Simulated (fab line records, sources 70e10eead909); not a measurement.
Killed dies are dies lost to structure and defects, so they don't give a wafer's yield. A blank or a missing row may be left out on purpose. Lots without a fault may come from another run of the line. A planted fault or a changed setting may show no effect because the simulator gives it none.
Chamber matching | flow nand_harc | NHARC_A_WL_FILL_ALD_02 on ald_metal-02: 4 sister chambers
The step deposits TiN, target thk 2 nm, pulse time 3 s, ald cycles 100. 8 wafers are shown with their chamber, then 9 later ones without.

WAFERS WITH THEIR CHAMBER
wafer  | chamber | heater_power_w (W) | precursor_pulse_height_rel
L081.3 | 3       | 1028               | 1.011
L081.4 | 1       | 1075               | 1.006
L081.5 | 2       | 1215               | 0.999
L083.1 | 3       | 1038               | 0.971
L083.4 | 2       | 1192               | 1.037
L087.2 | 0       | 1034               | 1.015
L087.5 | 0       | 1000               | 1.014
L087.6 | 1       | 1073               | 0.997

WAFERS WITHOUT THEIR CHAMBER
wafer  | heater_power_w (W) | precursor_pulse_height_rel
L093.1 | 1082               | 1.001
L093.5 | 1233               | 1.016
L093.6 | 951                | 0.985
L096.2 | 1071               | 0.989
L096.3 | 951                | 1.002
L096.5 | 927                | 1.028
L095.3 | 1053               | 0.996
L095.5 | 942                | 1.003
L095.6 | 1262               | 0.987

WHICH CHAMBER EACH WENT THROUGH
wafer  | from the rows above          | in truth
L093.1 | 1                            | 1
L093.5 | 2                            | 2
L093.6 | can't be placed: 0 or 3      | 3
L096.2 | can't be placed: 1 or 3      | 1
L096.3 | can't be placed: 0 or 3      | 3
L096.5 | can't be placed: 0 or 3      | 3
L095.3 | can't be placed: 3 or 1 or 0 | 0
L095.5 | can't be placed: 0 or 3      | 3
L095.6 | 2                            | 2
Placed correctly: 3 of 9. Can't be placed from these rows: 6 (the true chamber is among the candidates in 6). Placed wrongly: 0.
How it was worked out, from the rows above alone: a wafer's distance from a chamber is the root of the sum, over the readings, of the square of ((its reading less the chamber's mean) divided by the reading's scatter). The wafer belongs to the nearest chamber; if the next one is less than 2 further off, it can't be placed. A chamber's mean is the mean of its shown wafers. The scatter: the root of (the sum of the squares of (reading less its chamber's mean) over the shown wafers, divided by (wafers less chambers)).
